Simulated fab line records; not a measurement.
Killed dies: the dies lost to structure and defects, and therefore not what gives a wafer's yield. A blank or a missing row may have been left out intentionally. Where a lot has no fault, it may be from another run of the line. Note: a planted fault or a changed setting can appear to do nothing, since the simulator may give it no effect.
Which tool was responsible? :: flow n5 finfet :: 72 wafers from 24 lots sampled at 4 of the route's 1938 steps

WHAT EACH GAUGE READ, for each wafer
N5_BEOL_M12_THK_MEAS_50: measures by xrf. Usual: M12_THK 320 nm, standard deviation 5.7.
lot: L075
measured: day 10 21:58
on: film metro-02
M12_THK (nm): 319 324 325
flag: 

lot: L074
measured: day 11 00:00
on: film metro-01
M12_THK (nm): 319 312 320
flag: 

lot: L076
measured: day 11 01:12
on: film metro-02
M12_THK (nm): 328 324 308
flag: 

lot: L077
measured: day 11 16:46
on: film metro-02
M12_THK (nm): 319 324 322
flag: 

lot: L078
measured: day 11 21:02
on: film metro-01
M12_THK (nm): 316 317 318
flag: 

lot: L080
measured: day 12 04:55
on: film metro-02
M12_THK (nm): 311 325 319
flag: 

lot: L079
measured: day 12 04:59
on: film metro-01
M12_THK (nm): 317 332 317
flag: 

lot: L082
measured: day 13 04:37
on: film metro-01
M12_THK (nm): 318 319 322
flag: 

lot: L081
measured: day 13 05:48
on: film metro-01
M12_THK (nm): 315 312 317
flag: 

lot: L083
measured: day 13 12:30
on: film metro-02
M12_THK (nm): 320 331 315
flag: 

lot: L087
measured: day 13 21:31
on: film metro-02
M12_THK (nm): 320 326 327
flag: 

lot: L084
measured: day 13 22:16
on: film metro-01
M12_THK (nm): 315 306 313
flag: 

lot: L085
measured: day 13 22:29
on: film metro-02
M12_THK (nm): 322 316 318
flag: 

lot: L086
measured: day 14 00:40
on: film metro-02
M12_THK (nm): 316 328 328
flag: 

lot: L088
measured: day 14 19:19
on: film metro-01
M12_THK (nm): 314 311 306
flag: 

lot: L089
measured: day 14 23:32
on: film metro-01
M12_THK (nm): 330 317 326
flag: 

lot: L091
measured: day 15 11:21
on: film metro-01
M12_THK (nm): 319 322 324
flag: 

lot: L090
measured: day 15 12:16
on: film metro-02
M12_THK (nm): 312 326 322
flag: 

lot: L092
measured: day 15 17:32
on: film metro-02
M12_THK (nm): 331 321 334
flag: 

lot: L093
measured: day 15 22:39
on: film metro-01
M12_THK (nm): 306 318 316
flag: 

lot: L097
measured: day 16 10:39
on: film metro-01
M12_THK (nm): 314 325 319
flag: 

lot: L095
measured: day 16 13:48
on: film metro-02
M12_THK (nm): 318 321 324
flag: 

lot: L094
measured: day 16 15:40
on: film metro-02
M12_THK (nm): 330 329 324
flag: 

lot: L096
measured: day 17 02:50
on: film metro-01
M12_THK (nm): 323 313 320
flag: 

N5_BEOL_M13_CD_MEAS_10 targets a cd of 190 nm. Usual: cd nm 189.9 nm, standard deviation 1.4.
lot: L075
measured: day 10 22:44
on: cd sem-02
cd nm (nm): 190.7 191.0 192.7
flag: 

lot: L074
measured: day 11 00:38
on: cd sem-02
cd nm (nm): 191.0 190.9 190.2
flag: 

lot: L076
measured: day 11 01:58
on: cd sem-03
cd nm (nm): 191.1 191.4 191.0
flag: 

lot: L077
measured: day 11 17:25
on: cd sem-03
cd nm (nm): 191.4 190.4 192.1
flag: 

lot: L078
measured: day 11 21:48
on: cd sem-02
cd nm (nm): 190.1 189.2 189.4
flag: 

lot: L080
measured: day 12 05:37
on: cd sem-03
cd nm (nm): 190.6 190.5 189.0
flag: 

lot: L079
measured: day 12 05:40
on: cd sem-02
cd nm (nm): 190.3 190.0 189.4
flag: 

lot: L082
measured: day 13 05:19
on: cd sem-02
cd nm (nm): 192.2 191.5 190.8
flag: 

lot: L081
measured: day 13 06:31
on: cd sem-01
cd nm (nm): 191.2 191.0 192.2
flag: 

lot: L083
measured: day 13 13:16
on: cd sem-01
cd nm (nm): 188.6 188.5 188.2
flag: 

lot: L087
measured: day 13 22:10
on: cd sem-02
cd nm (nm): 190.2 188.5 188.9
flag: 

lot: L084
measured: day 13 23:01
on: cd sem-03
cd nm (nm): 190.8 190.9 190.0
flag: 

lot: L085
measured: day 13 23:15
on: cd sem-02
cd nm (nm): 186.8 186.3 186.8
flag: 

lot: L086
measured: day 14 01:26
on: cd sem-01
cd nm (nm): 190.1 190.0 189.6
flag: 

lot: L088
measured: day 14 20:05
on: cd sem-03
cd nm (nm): 188.1 190.1 188.1
flag: 

lot: L089
measured: day 15 00:18
on: cd sem-01
cd nm (nm): 192.6 191.1 191.3
flag: 

lot: L091
measured: day 15 11:59
on: cd sem-02
cd nm (nm): 191.3 189.2 189.3
flag: 

lot: L090
measured: day 15 13:04
on: cd sem-01
cd nm (nm): 190.7 190.9 188.9
flag: 

lot: L092
measured: day 15 18:19
on: cd sem-01
cd nm (nm): 189.3 190.8 191.0
flag: 

lot: L093
measured: day 15 23:25
on: cd sem-02
cd nm (nm): 187.2 189.3 189.7
flag: 

lot: L097
measured: day 16 11:21
on: cd sem-01
cd nm (nm): 190.8 188.3 188.4
flag: 

lot: L095
measured: day 16 14:38
on: cd sem-02
cd nm (nm): 189.6 189.4 190.0
flag: 

lot: L094
measured: day 16 16:20
on: cd sem-03
cd nm (nm): 190.6 191.1 189.9
flag: 

lot: L096
measured: day 17 03:37
on: cd sem-03
cd nm (nm): 189.8 189.0 187.8
flag: 

EACH LOT AND THE TOOL THAT RAN IT (in order: tool; ch and the chambers of the sampled wafers; start)
lot: L075
N5_BEOL_M12_CMP_49: cmp-04 ch 2,3, day 10 21:40
N5_BEOL_M12_DEP_53: pecvd-02 ch 0,1,2, day 10 22:02

lot: L074
N5_BEOL_M12_CMP_49: cmp-04 ch 0,1, day 10 23:45
N5_BEOL_M12_DEP_53: pecvd-02 ch 0,1,2, day 11 00:04

lot: L076
N5_BEOL_M12_CMP_49: cmp-04 ch 1,2,3, day 11 00:54
N5_BEOL_M12_DEP_53: pecvd-01 ch 0,1, day 11 01:16

lot: L077
N5_BEOL_M12_CMP_49: cmp-03 ch 0,3, day 11 16:31
N5_BEOL_M12_DEP_53: pecvd-02 ch 0,2, day 11 16:50

lot: L078
N5_BEOL_M12_CMP_49: cmp-01 ch 2,3, day 11 20:44
N5_BEOL_M12_DEP_53: pecvd-01 ch 0,1,2, day 11 21:05

lot: L080
N5_BEOL_M12_CMP_49: cmp-03 ch 0,1,3, day 12 04:40
N5_BEOL_M12_DEP_53: pecvd-01 ch 0,1,2, day 12 04:59

lot: L079
N5_BEOL_M12_CMP_49: cmp-01 ch 0,1,3, day 12 04:42
N5_BEOL_M12_DEP_53: pecvd-02 ch 0,1, day 12 05:04

lot: L082
N5_BEOL_M12_CMP_49: cmp-01 ch 1,2,3, day 13 04:19
N5_BEOL_M12_DEP_53: pecvd-03 ch 1,2, day 13 04:40

lot: L081
N5_BEOL_M12_CMP_49: cmp-01 ch 0,1,3, day 13 05:31
N5_BEOL_M12_DEP_53: pecvd-02 ch 0,1,2, day 13 05:52

lot: L083
N5_BEOL_M12_CMP_49: cmp-01 ch 0,1,3, day 13 12:17
N5_BEOL_M12_DEP_53: pecvd-01 ch 0,1,2, day 13 12:34

lot: L087
N5_BEOL_M12_CMP_49: cmp-03 ch 2,3, day 13 21:14
N5_BEOL_M12_DEP_53: pecvd-03 ch 0,2, day 13 21:35

lot: L084
N5_BEOL_M12_CMP_49: cmp-01 ch 2,3, day 13 21:58
N5_BEOL_M12_DEP_53: pecvd-02 ch 0,1,2, day 13 22:19

lot: L085
N5_BEOL_M12_CMP_49: cmp-01 ch 0,3, day 13 22:14
N5_BEOL_M12_DEP_53: pecvd-03 ch 0,2, day 13 22:32

lot: L086
N5_BEOL_M12_CMP_49: cmp-04 ch 1,2, day 14 00:25
N5_BEOL_M12_DEP_53: pecvd-01 ch 0,2, day 14 00:44

lot: L088
N5_BEOL_M12_CMP_49: cmp-01 ch 0,2,3, day 14 19:01
N5_BEOL_M12_DEP_53: pecvd-02 ch 0,1,2, day 14 19:22

lot: L089
N5_BEOL_M12_CMP_49: cmp-03 ch 0,1,3, day 14 23:16
N5_BEOL_M12_DEP_53: pecvd-03 ch 0,2, day 14 23:35

lot: L091
N5_BEOL_M12_CMP_49: cmp-04 ch 0,1,3, day 15 11:05
N5_BEOL_M12_DEP_53: pecvd-01 ch 1,2, day 15 11:25

lot: L090
N5_BEOL_M12_CMP_49: cmp-03 ch 1,2,3, day 15 12:02
N5_BEOL_M12_DEP_53: pecvd-02 ch 0,1, day 15 12:21

lot: L092
N5_BEOL_M12_CMP_49: cmp-04 ch 1,3, day 15 17:15
N5_BEOL_M12_DEP_53: pecvd-03 ch 0,2, day 15 17:36

lot: L093
N5_BEOL_M12_CMP_49: cmp-01 ch 0,1,3, day 15 22:28
N5_BEOL_M12_DEP_53: pecvd-03 ch 0,1,2, day 15 22:44

lot: L097
N5_BEOL_M12_CMP_49: cmp-04 ch 0,3, day 16 10:22
N5_BEOL_M12_DEP_53: pecvd-03 ch 0,2, day 16 10:43

lot: L095
N5_BEOL_M12_CMP_49: cmp-04 ch 0,1, day 16 13:31
N5_BEOL_M12_DEP_53: pecvd-03 ch 0,2, day 16 13:52

lot: L094
N5_BEOL_M12_CMP_49: cmp-04 ch 0,1,2, day 16 15:29
N5_BEOL_M12_DEP_53: pecvd-03 ch 0,2, day 16 15:44

lot: L096
N5_BEOL_M12_CMP_49: cmp-03 ch 0,2,3, day 17 02:32
N5_BEOL_M12_DEP_53: pecvd-03 ch 0,2, day 17 02:54
- N5_BEOL_M12_CMP_49: polishes, stops on SiOC, t overpolish 20.6 s, target thk 320 nm.
- N5_BEOL_M12_DEP_53: deposits SiCN from 3MS/NH3, target thk 30 nm, time 10.5 s.

WHAT THE TOOLS THEMSELVES READ (means of the sampled wafers that have a number; where no wafer has one, the mark that the record gives instead)
N5_BEOL_M12_CMP_49. Usual: barrier field endpoint s 30.4 s, standard deviation 0.74; edge zone pressure frac 1.000, standard deviation 0.0052; motor current A 6.4 A, standard deviation 0.65; overpolish run s 20.600 s, standard deviation 0.0091.
lot: L075
tool: cmp-04
barrier field endpoint s (s): 30.4
edge zone pressure frac: 0.998
motor current A (A): 7.1
overpolish run s (s): 20.590
flag: 

lot: L074
tool: cmp-04
barrier field endpoint s (s): 30.8
edge zone pressure frac: 0.999
motor current A (A): 6.4
overpolish run s (s): 20.598
flag: 

lot: L076
tool: cmp-04
barrier field endpoint s (s): 29.6
edge zone pressure frac: 1.005
motor current A (A): 6.9
overpolish run s (s): 20.593
flag: 

lot: L077
tool: cmp-03
barrier field endpoint s (s): 30.2
edge zone pressure frac: 1.002
motor current A (A): 6.0
overpolish run s (s): 20.601
flag: 

lot: L078
tool: cmp-01
barrier field endpoint s (s): 30.4
edge zone pressure frac: 0.998
motor current A (A): 5.6
overpolish run s (s): 20.602
flag: 

lot: L080
tool: cmp-03
barrier field endpoint s (s): 30.3
edge zone pressure frac: 0.999
motor current A (A): 6.1
overpolish run s (s): 20.603
flag: 

lot: L079
tool: cmp-01
barrier field endpoint s (s): 31.1
edge zone pressure frac: 1.001
motor current A (A): 6.5
overpolish run s (s): 20.609
flag: 

lot: L082
tool: cmp-01
barrier field endpoint s (s): 30.8
edge zone pressure frac: 0.995
motor current A (A): 5.7
overpolish run s (s): 20.599
flag: 

lot: L081
tool: cmp-01
barrier field endpoint s (s): 30.8
edge zone pressure frac: 1.000
motor current A (A): 6.6
overpolish run s (s): 20.597
flag: 

lot: L083
tool: cmp-01
barrier field endpoint s (s): 31.3
edge zone pressure frac: 1.002
motor current A (A): 6.5
overpolish run s (s): 20.598
flag: 

lot: L087
tool: cmp-03
barrier field endpoint s (s): 30.6
edge zone pressure frac: 1.001
motor current A (A): 6.8
overpolish run s (s): 20.609
flag: 

lot: L084
tool: cmp-01
barrier field endpoint s (s): 30.9
edge zone pressure frac: 0.999
motor current A (A): 5.5
overpolish run s (s): 20.599
flag: 

lot: L085
tool: cmp-01
barrier field endpoint s (s): 30.6
edge zone pressure frac: 1.002
motor current A (A): 7.3
overpolish run s (s): 20.594
flag: 

lot: L086
tool: cmp-04
barrier field endpoint s (s): 29.6
edge zone pressure frac: 1.001
motor current A (A): 6.3
overpolish run s (s): 20.588
flag: 

lot: L088
tool: cmp-01
barrier field endpoint s (s): 31.1
edge zone pressure frac: 1.002
motor current A (A): 6.6
overpolish run s (s): 20.608
flag: 

lot: L089
tool: cmp-03
barrier field endpoint s (s): 30.8
edge zone pressure frac: 0.995
motor current A (A): 6.3
overpolish run s (s): 20.598
flag: 

lot: L091
tool: cmp-04
barrier field endpoint s (s): 29.5
edge zone pressure frac: 0.997
motor current A (A): 6.8
overpolish run s (s): 20.595
flag: 

lot: L090
tool: cmp-03
barrier field endpoint s (s): 29.6
edge zone pressure frac: 0.997
motor current A (A): 6.5
overpolish run s (s): 20.590
flag: 

lot: L092
tool: cmp-04
barrier field endpoint s (s): 30.2
edge zone pressure frac: 0.994
motor current A (A): 6.7
overpolish run s (s): 20.607
flag: 

lot: L093
tool: cmp-01
barrier field endpoint s (s): 30.3
edge zone pressure frac: 0.995
motor current A (A): 6.5
overpolish run s (s): 20.602
flag: 

lot: L097
tool: cmp-04
barrier field endpoint s (s): 30.0
edge zone pressure frac: 1.002
motor current A (A): 6.6
overpolish run s (s): 20.606
flag: 

lot: L095
tool: cmp-04
barrier field endpoint s (s): 29.7
edge zone pressure frac: 0.998
motor current A (A): 6.3
overpolish run s (s): 20.592
flag: 

lot: L094
tool: cmp-04
barrier field endpoint s (s): 30.7
edge zone pressure frac: 1.003
motor current A (A): 6.3
overpolish run s (s): 20.605
flag: 

lot: L096
tool: cmp-03
barrier field endpoint s (s): 29.4
edge zone pressure frac: 1.001
motor current A (A): 6.3
overpolish run s (s): 20.606
flag: 

N5_BEOL_M12_DEP_53. Usual: showerhead plenum p Torr 4.172 Torr, standard deviation 0.029; throttle valve pct 18.1 %, standard deviation 0.98.
lot: L075
tool: pecvd-02
showerhead plenum p Torr (Torr): 4.146
throttle valve pct (%): 17.9
flag: 

lot: L074
tool: pecvd-02
showerhead plenum p Torr (Torr): 4.142
throttle valve pct (%): 18.0
flag: 

lot: L076
tool: pecvd-01
showerhead plenum p Torr (Torr): 4.150
throttle valve pct (%): 17.8
flag: 

lot: L077
tool: pecvd-02
showerhead plenum p Torr (Torr): 4.142
throttle valve pct (%): 18.4
flag: 

lot: L078
tool: pecvd-01
showerhead plenum p Torr (Torr): 4.166
throttle valve pct (%): 17.9
flag: 

lot: L080
tool: pecvd-01
showerhead plenum p Torr (Torr): 4.175
throttle valve pct (%): 17.9
flag: 

lot: L079
tool: pecvd-02
showerhead plenum p Torr (Torr): 4.135
throttle valve pct (%): 18.5
flag: 

lot: L082
tool: pecvd-03
showerhead plenum p Torr (Torr): 4.207
throttle valve pct (%): 18.1
flag: 

lot: L081
tool: pecvd-02
showerhead plenum p Torr (Torr): 4.138
throttle valve pct (%): 17.9
flag: 

lot: L083
tool: pecvd-01
showerhead plenum p Torr (Torr): 4.168
throttle valve pct (%): 17.9
flag: 

lot: L087
tool: pecvd-03
showerhead plenum p Torr (Torr): 4.194
throttle valve pct (%): 18.0
flag: 

lot: L084
tool: pecvd-02
showerhead plenum p Torr (Torr): 4.147
throttle valve pct (%): 18.0
flag: 

lot: L085
tool: pecvd-03
showerhead plenum p Torr (Torr): 4.193
throttle valve pct (%): 18.0
flag: 

lot: L086
tool: pecvd-01
showerhead plenum p Torr (Torr): 4.149
throttle valve pct (%): 16.6
flag: 

lot: L088
tool: pecvd-02
showerhead plenum p Torr (Torr): 4.142
throttle valve pct (%): 18.0
flag: 

lot: L089
tool: pecvd-03
showerhead plenum p Torr (Torr): 4.186
throttle valve pct (%): 17.9
flag: 

lot: L091
tool: pecvd-01
showerhead plenum p Torr (Torr): 4.184
throttle valve pct (%): 18.0
flag: 

lot: L090
tool: pecvd-02
showerhead plenum p Torr (Torr): 4.138
throttle valve pct (%): 18.2
flag: 

lot: L092
tool: pecvd-03
showerhead plenum p Torr (Torr): 4.186
throttle valve pct (%): 18.1
flag: 

lot: L093
tool: pecvd-03
showerhead plenum p Torr (Torr): 4.202
throttle valve pct (%): 18.0
flag: 

lot: L097
tool: pecvd-03
showerhead plenum p Torr (Torr): 4.192
throttle valve pct (%): 18.2
flag: 

lot: L095
tool: pecvd-03
showerhead plenum p Torr (Torr): 4.188
throttle valve pct (%): 17.9
flag: 

lot: L094
tool: pecvd-03
showerhead plenum p Torr (Torr): 4.187
throttle valve pct (%): 17.9
flag: 

lot: L096
tool: pecvd-03
showerhead plenum p Torr (Torr): 4.184
throttle valve pct (%): 18.2
flag: 

THE ANSWER, worked out from the rows above alone
Rule: a lot counts as off when the mean over its wafers that have a number is more than 3 standard deviations away from the usual mean. Also off: a lot with no number at a reading for which 4 or more lots have one. Any other lot the step has rows for is counted as sound. The gauges are gone through in route order, then the tools' own readings, and for those a lot's mean is taken as printed above. At the first step where some lot is off, the reading lying furthest off is the one used; lots without a number count as furthest.
No lot is off at any reading shown: from this, nothing can be told.

WHAT HAD BEEN PUT IN BY THE SIMULATOR
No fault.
